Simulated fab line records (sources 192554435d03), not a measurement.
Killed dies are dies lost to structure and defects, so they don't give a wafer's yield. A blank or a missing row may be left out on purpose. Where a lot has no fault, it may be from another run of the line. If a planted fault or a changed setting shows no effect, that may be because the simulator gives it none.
Matching of chambers	flow n5_finfet	N5_FIN_SAQP_ETCH_64 on rie_si-01: 4 sister chambers
The step etches SiO2 in CF4, target depth 1.5 nm. 14 wafers are shown with their chamber, then 7 later ones without.

== EACH WAFER AND ITS CHAMBER ==
wafer	chamber	drypump_motor_current_A (A)	throttle_valve_pct (%)	oes_product_au (a.u.)
L083.1	3	5.8	21.50	0.963
L083.2	2	5.8	21.86	1.005
L083.5	1	6.3	21.68	0.982
L084.2	2	5.9	21.84	1.018
L084.4	0	6.0	21.62	0.991
L084.5	2	5.8	21.86	1.003
L085.2	0	6.0	21.63	0.986
L085.4	2	5.9	21.86	1.012
L085.6	3	5.8	21.51	0.966
L088.1	2	5.9	21.86	1.008
L088.2	1	6.3	21.65	0.976
L088.5	3	5.8	21.50	0.953
L089.1	3	5.8	21.51	0.964
L089.2	2	5.9	21.86	1.017

SIGNATURES (means of the wafers above)
reading	chamber 0	chamber 1	chamber 2	chamber 3	scatter within a chamber
drypump_motor_current_A	6.000	6.300	5.867	5.800	0.0365
throttle_valve_pct	21.6250	21.6650	21.8567	21.5050	0.00966
oes_product_au	0.98850	0.97900	1.01050	0.96150	0.0057
Rule: for each reading, subtract the chamber's mean from the wafer's reading, divide by that reading's scatter and square the result; add these up over the readings and take the root, which gives the wafer's distance from the chamber. If the next closest chamber is less than 2 further off than the closest, the wafer can't be placed; otherwise it belongs to the closest. The scatter: the root of (the sum of the squares of (reading less its chamber's mean) over the shown wafers, divided by (wafers less chambers)).

== WAFERS WHOSE CHAMBER IS MISSING ==
wafer	drypump_motor_current_A (A)	throttle_valve_pct (%)	oes_product_au (a.u.)
L089.4	6.3	21.68	0.987
L092.2	5.8	21.50	0.964
L092.3	5.8	21.85	1.018
L092.5	5.9	21.63	0.992
L093.2	6.3	21.66	0.984
L093.4	5.9	21.62	0.991
L093.6	6.3	21.67	0.991

== WHICH CHAMBER EACH ONE RAN IN ==
wafer	from the rows above	in truth
L089.4	1	1
L092.2	3	3
L092.3	2	2
L092.5	0	0
L093.2	1	1
L093.4	0	0
L093.6	1	1
Correctly placed: 7 of 7. From these rows, 0 cannot be placed. Number placed wrongly: 0.
